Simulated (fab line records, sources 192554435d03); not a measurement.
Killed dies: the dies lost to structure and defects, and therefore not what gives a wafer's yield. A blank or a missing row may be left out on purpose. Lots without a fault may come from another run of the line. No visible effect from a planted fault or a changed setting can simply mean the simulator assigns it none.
fab line records	flow n5_finfet	part 2 of 2: steps 5 to 6 of 6
record lots=23	wafers=69	last_day=17
route steps=1938 shown DUMMY_GATE@245 SPACER0@258 SD_EPI_N@278 HKMG_FIN@389
lots untouched by any fault: they come from a run of this same line in which no faults occurred
start_h: the number of hours between the record's first day and the start of the first shown wafer of the lot	wait_h: hours elapsed since this lot's preceding step	" as in the row above	L1.1+2: a row that stands for several wafers	- no value, or no start was given	* or withheld: withheld	< > ~ a bound
route shown NAME@n: a module of which the file shows steps, and the number in the route of the first	usual: mean/standard deviation taken from wafers without a fault	same: alike in all rows	chamber/n: place in a boat	sites: the reading at each site	_std_site: standard deviation across them	_edge_site: outer sites' mean less inner sites'	radius_mm: for every site, how far away it sits from the centre of the wafer	mask NAME#n: copy n	behind: the last tool/chamber to shape the wafer	hold: the reason the lot was held/the length of the hold in hours/how it ended	device: names the non-switching transistor (n, p or np)	end of line: the route-end tests of the same wafers	a step without rows: its recipe alone	killed: dies lost to structure and defects at the first sort, not the wafer's yield	map: shows each die of a wafer: x if killed, . if not, _ if none is there
set.NAME: the setting that was run; set.NAME@STEP: the one run at that earlier step	model.NAME: the simulator's own value behind a step, which no gauge read
route steps across a sampled set of lots; one table per step, one row per wafer
services: from which hour (start_h, from the record's first day; less than 0 if before it) a tool's chamber was out of use, for how many hours, and why
## steps
# step N5_HKMG_FIN_STRIP_34
# recipe chemistry=CF4	resist=SiARC	power_w=300	bias_power_w=75	pressure_mtorr=50	cf4_flow_sccm=150	rf_frequency_hz=6e+07
# usual drypump_motor_current_A=5.4/0.63	oes_product_au=0.76/0.085	rf_vpp_V=270.8/1.4	showerhead_plenum_p_Torr=1.77/0.05	throttle_valve_pct=13.56/0.24
lot.wafer	tool	chamber	start_h	wait_h	drypump_motor_current_A	oes_product_au	rf_hours_counter_h	rf_vpp_V	showerhead_plenum_p_Torr	throttle_valve_pct
L074.3	rie_diel-05	2	76.15	0.0	5.2	0.88	29	270.9	1.82	13.10
L074.4	"	0	"	"	5.9	0.68	235	271.5	1.76	13.58
L074.5	"	1	"	"	6.5	0.78	-	268.4	1.74	13.59
L075.2	rie_diel-05	0	79.95	0.0	5.9	0.68	237	270.3	1.76	13.59
L075.4	"	2	"	"	5.2	0.87	30	273.7	1.82	13.11
L075.6	"	2	"	"	5.2	0.87	-	272.8	1.82	13.10
L076.2	rie_diel-05	3	90.10	0.0	4.9	0.75	152	269.0	1.70	13.52
L076.5	"	2	"	"	5.2	0.87	-	272.5	1.82	13.11
L076.6	"	3	"	"	4.9	0.75	-	269.6	1.70	13.53
L077.1	rie_diel-01	0	91.14	0.0	4.9	0.68	240	272.0	1.79	13.87
L077.2	"	3	"	"	4.8	0.69	219	271.9	1.77	13.53
L077.5	"	0	"	"	4.9	0.68	-	270.4	1.79	13.88
L078.1	rie_diel-01	0	100.45	0.0	4.9	0.67	242	270.7	1.79	13.87
L078.2	"	2	"	"	6.3	0.69	220	271.1	1.75	13.74
L078.6	"	2	"	"	6.3	0.69	-	270.9	1.75	13.73
L079.1	rie_diel-04	3	104.23	0.0	4.8	0.72	171	274.5	1.87	13.88
L079.4	"	0	"	"	5.5	0.70	222	271.8	1.78	14.05
L079.5	"	2	"	"	5.3	0.72	-	270.5	1.73	13.40
L080.1	rie_diel-05	0	109.88	0.0	5.9	0.67	246	269.6	1.75	13.58
L080.3	"	2	"	"	5.2	0.86	41	272.4	1.82	13.13
L080.5	"	1	"	"	6.4	0.77	-	268.5	1.74	13.61
L081.2	rie_diel-05	1	118.24	0.0	6.4	0.77	147	269.6	1.74	13.61
L081.4	"	0	"	"	5.9	0.66	249	270.5	1.75	13.63
L081.6	"	1	"	"	6.4	0.77	-	268.9	1.74	13.59
L082.1	rie_diel-04	2	131.73	0.0	5.3	0.72	173	269.8	1.73	13.41
L082.2	"	3	"	"	4.9	0.71	182	273.0	1.87	13.90
L082.6	"	0	"	"	5.4	0.69	-	270.9	1.78	14.05
L083.3	rie_diel-01	1	134.69	0.0	4.7	0.74	179	272.6	1.85	13.66
L083.5	"	2	"	"	6.3	0.69	-	271.8	1.75	13.74
L083.6	"	1	"	"	4.7	0.73	-	273.1	1.85	13.66
L084.2	rie_diel-01	2	138.72	0.0	6.3	0.69	226	269.8	1.75	13.73
L084.3	"	0	"	"	4.9	0.67	249	270.6	1.78	13.88
L084.6	"	0	"	"	4.9	0.67	-	271.0	1.78	13.88
L085.1	rie_diel-05	2	140.87	0.0	5.2	0.84	54	270.5	1.82	13.17
L085.3	"	1	"	"	6.4	0.76	160	270.8	1.73	13.64
L085.6	"	3	"	"	4.9	0.73	-	269.5	1.69	13.57
L086.1	rie_diel-01	3	151.45	0.0	4.9	0.68	234	271.0	1.77	13.56
L086.2	"	1	"	"	4.7	0.73	186	272.8	1.85	13.67
L086.5	"	2	"	"	6.3	0.69	-	269.2	1.75	13.75
L088.1	rie_diel-05	0	157.84	0.0	5.9	0.95	4	271.1	1.75	13.07
L088.3	"	2	"	"	5.2	0.83	60	270.6	1.82	13.16
L088.6	"	0	"	"	5.9	0.94	-	271.1	1.75	13.05
L089.2	rie_diel-01	3	165.13	0.0	4.9	0.68	240	271.4	1.77	13.58
L089.5	"	0	"	"	4.9	0.95	-	270.8	1.78	13.37
L089.6	"	3	"	"	4.9	0.67	-	269.7	1.77	13.59
L090.2	rie_diel-05	0	170.69	0.0	5.9	0.92	9	270.6	1.75	13.07
L090.5	"	1	"	"	6.4	0.75	-	269.4	1.73	13.65
L090.6	"	0	"	"	6.0	0.92	-	270.8	1.75	13.08
L091.4	rie_diel-01	0	178.14	0.0	4.9	0.92	9	271.9	1.78	13.38
L091.5	"	2	"	"	6.3	0.68	-	270.2	1.75	13.78
L091.6	"	1	"	"	4.7	0.73	-	272.8	1.84	13.70
L092.2	rie_diel-01	3	184.70	0.0	4.9	0.67	246	270.0	1.77	13.59
L092.3	"	1	"	"	4.7	0.73	198	271.5	1.84	13.72
L092.5	"	3	"	"	4.9	0.67	-	269.6	1.77	13.60
L093.3	rie_diel-05	3	189.46	0.0	4.9	0.72	190	269.3	1.69	13.60
L093.5	"	2	"	"	5.2	0.82	-	272.8	1.81	13.17
L093.6	"	1	"	"	6.4	0.75	-	270.4	1.73	13.68
L094.1	rie_diel-05	0	196.99	0.0	5.9	0.91	16	268.9	1.75	13.07
L094.3	"	1	"	"	6.4	0.75	177	270.3	1.73	13.67
L094.5	"	2	"	"	5.2	0.81	-	271.5	1.81	13.19
L095.3	rie_diel-01	1	201.86	0.0	4.7	0.73	205	272.9	1.84	13.71
L095.4	"	2	"	"	6.3	0.67	-	269.0	1.75	13.79
L095.5	"	1	"	"	4.7	0.72	-	272.1	1.84	13.73
L096.3	rie_diel-04	1	209.87	0.0	5.4	0.90	15	273.9	1.89	13.20
L096.5	"	0	"	"	5.4	0.99	-	269.7	1.77	13.54
L096.6	"	1	"	"	5.3	0.91	-	273.6	1.89	13.19
L097.1	rie_diel-01	2	212.26	0.0	6.3	0.67	256	270.9	1.74	13.81
L097.2	"	0	"	"	4.9	0.91	24	269.1	1.78	13.41
L097.6	"	0	"	"	4.9	0.90	-	269.4	1.78	13.41
# step N5_HKMG_FIN_ETCH_67
# recipe chemistry=N2/H2	target=SOC	target_depth_a=3889	stop_on=TiN	ion_energy_ev=100	bias_w=61	pressure_mtorr=30	source_w=850	n2_flow_sccm=200	h2_flow_sccm=200
# usual drypump_motor_current_A=5.3/0.51	oes_product_au=0.74/0.09	rf_vpp_V=240.5/1.4	showerhead_plenum_p_Torr=2.52/0.077	throttle_valve_pct=17.82/0.25
lot.wafer	tool	chamber	start_h	wait_h	drypump_motor_current_A	oes_product_au	rf_hours_counter_h	rf_vpp_V	showerhead_plenum_p_Torr	throttle_valve_pct
L074.3	rie_diel-01	3	78.38	-	4.8	0.69	214	239.8	2.53	17.71
L074.4	"	1	"	"	4.7	0.74	166	242.1	2.64	17.87
L074.5	"	2	"	"	6.3	0.67	-	240.2	2.52	17.96
L075.2	rie_diel-04	2	82.06	-	5.3	0.73	154	239.7	2.46	17.66
L075.4	"	3	"	"	4.9	0.71	163	241.2	2.63	17.98
L075.6	"	1	"	"	5.4	0.67	-	239.6	2.41	17.91
L076.2	rie_diel-01	0	92.49	-	4.9	0.68	241	239.5	2.48	17.73
L076.5	"	0	"	"	4.9	0.68	-	241.2	2.48	17.74
L076.6	"	1	"	"	4.8	0.75	-	241.3	2.63	17.86
L077.1	rie_diel-05	2	93.42	-	5.2	0.87	35	241.6	2.58	17.23
L077.2	"	0	"	"	5.9	0.65	241	241.3	2.52	17.84
L077.5	"	3	"	"	4.9	0.75	-	238.8	2.44	17.84
L078.1	rie_diel-04	2	102.56	-	5.3	0.73	161	239.9	2.46	17.69
L078.2	"	1	"	"	5.4	0.66	227	239.8	2.40	17.92
L078.6	"	0	"	"	5.4	0.70	-	239.0	2.52	18.25
L079.1	rie_diel-01	3	106.52	-	4.9	0.68	222	240.0	2.52	17.72
L079.4	"	0	"	"	4.9	0.67	243	241.7	2.48	17.73
L079.5	"	2	"	"	6.3	0.67	-	240.2	2.52	17.99
L080.1	rie_diel-05	0	111.99	-	6.0	0.66	247	240.0	2.52	17.84
L080.3	"	3	"	"	4.9	0.75	160	240.9	2.44	17.83
L080.5	"	0	"	"	6.0	0.66	-	239.3	2.52	17.83
L081.2	rie_diel-04	3	120.62	-	4.9	0.70	176	242.0	2.62	17.99
L081.4	"	1	"	"	5.3	0.67	235	239.7	2.40	17.93
L081.6	"	2	"	"	5.3	0.72	-	239.8	2.46	17.69
L082.1	rie_diel-05	1	134.23	-	6.4	0.73	157	237.8	2.46	17.99
L082.2	"	3	"	"	4.9	0.74	172	238.4	2.43	17.86
L082.6	"	3	"	"	4.9	0.74	-	238.5	2.43	17.86
L083.3	rie_diel-01	3	136.80	-	4.9	0.67	228	241.1	2.52	17.73
L083.5	"	0	"	"	4.9	0.67	-	239.1	2.47	17.73
L083.6	"	3	"	"	4.9	0.67	-	240.3	2.52	17.75
L084.2	rie_diel-04	2	141.01	-	5.3	0.72	176	239.8	2.45	17.73
L084.3	"	3	"	"	4.8	0.70	185	243.2	2.62	18.02
L084.6	"	3	"	"	4.8	0.70	-	243.5	2.62	18.01
L085.1	rie_diel-01	1	143.26	-	4.7	0.73	182	243.1	2.63	17.89
L085.3	"	3	"	"	4.8	0.67	230	240.4	2.52	17.76
L085.6	"	3	"	"	4.9	0.67	-	240.8	2.52	17.73
L086.1	rie_diel-04	3	153.56	-	4.9	0.70	190	241.9	2.62	18.02
L086.2	"	0	"	"	5.5	0.69	242	239.6	2.51	18.28
L086.5	"	3	"	"	4.9	0.69	-	241.2	2.62	18.02
L088.1	rie_diel-01	2	160.34	-	6.3	0.66	235	239.5	2.51	17.99
L088.3	"	3	"	"	4.9	0.66	238	239.9	2.52	17.75
L088.6	"	3	"	"	4.9	0.67	-	238.5	2.52	17.76
L089.2	rie_diel-04	0	167.31	-	5.5	0.68	248	239.0	2.50	18.32
L089.5	"	2	"	"	5.3	0.71	-	239.3	2.45	17.73
L089.6	"	0	"	"	5.5	0.68	-	240.4	2.50	18.31
L090.2	rie_diel-04	3	172.80	-	4.9	0.69	197	241.8	2.61	18.05
L090.5	"	3	"	"	4.9	0.69	-	241.9	2.61	18.04
L090.6	"	0	"	"	5.5	0.68	-	239.8	2.50	18.32
L091.4	rie_diel-04	1	180.29	-	5.3	0.95	-	241.7	2.71	17.62
L091.5	"	3	"	"	4.9	0.69	-	241.9	2.61	18.06
L091.6	"	2	"	"	5.3	0.70	-	239.3	2.45	17.75
L092.2	rie_diel-04	3	186.82	-	4.9	0.68	205	242.7	2.61	18.04
L092.3	"	1	"	"	5.3	0.93	4	243.3	2.71	17.62
L092.5	"	3	"	"	4.9	0.68	-	241.6	2.61	18.04
L093.3	rie_diel-05	0	191.58	-	5.9	0.91	14	240.5	2.51	17.46
L093.5	"	1	"	"	6.4	0.72	-	238.9	2.45	18.02
L093.6	"	2	"	"	5.2	0.82	-	240.3	2.56	17.31
L094.1	rie_diel-05	2	199.21	-	5.2	0.81	73	241.2	2.56	17.31
L094.3	"	1	"	"	6.4	0.72	178	238.8	2.45	18.02
L094.5	"	2	"	"	5.2	0.81	-	242.7	2.56	17.31
L095.3	rie_diel-01	2	203.98	-	6.3	0.65	251	240.8	2.51	18.02
L095.4	"	1	"	"	4.7	0.71	-	242.4	2.62	17.93
L095.5	"	2	"	"	6.3	0.65	-	240.4	2.51	18.04
L096.3	rie_diel-04	0	212.31	-	5.5	0.98	3	241.6	2.50	17.92
L096.5	"	0	"	"	5.5	0.98	-	239.3	2.50	17.91
L096.6	"	1	"	"	5.4	0.90	-	242.4	2.71	17.64
L097.1	rie_diel-01	0	214.76	-	4.9	0.89	25	239.4	2.46	17.49
L097.2	"	3	"	"	4.9	0.96	1	240.6	2.51	17.43
L097.6	"	1	"	"	4.7	0.71	-	242.1	2.62	17.93
## services
tool	chamber	start_h	hours	kind
ald_hk-01	-	34.42	1.2	pm
rie_diel-05	1	39.10	2.4	repair
rie_diel-02	3	44.06	5.9	repair
rie_diel-03	0	47.69	2.1	repair
rie_diel-06	2	58.47	8.6	repair
rie_diel-05	-	71.46	0.8	repair
ald_sin-01	0	80.20	20.4	repair
rie_diel-02	0	84.26	23.0	repair
ald_sin-04	-	85.70	14.0	pm
rie_diel-01	-	102.19	4.3	pm
rie_diel-01	2	107.31	5.2	repair
ald_hk-03	-	111.07	8.7	pm
rie_diel-05	0	119.05	-	clean
rie_diel-05	0	119.05	-	consumable_replace:focus_ring
rie_diel-05	0	119.05	23.4	scheduled_down
rie_diel-05	0	119.05	23.4	vent_cycle
ald_hk-01	-	119.08	1.4	repair
rie_diel-05	2	120.99	4.6	repair
ald_sin-03	0	126.03	3.6	repair
ald_sin-01	1	129.96	14.0	repair
rie_diel-04	1	152.74	6.5	repair
ald_sin-01	-	176.92	14.0	pm
ald_sin-03	1	186.99	105.9	repair
ald_sin-01	-	214.57	0.5	repair
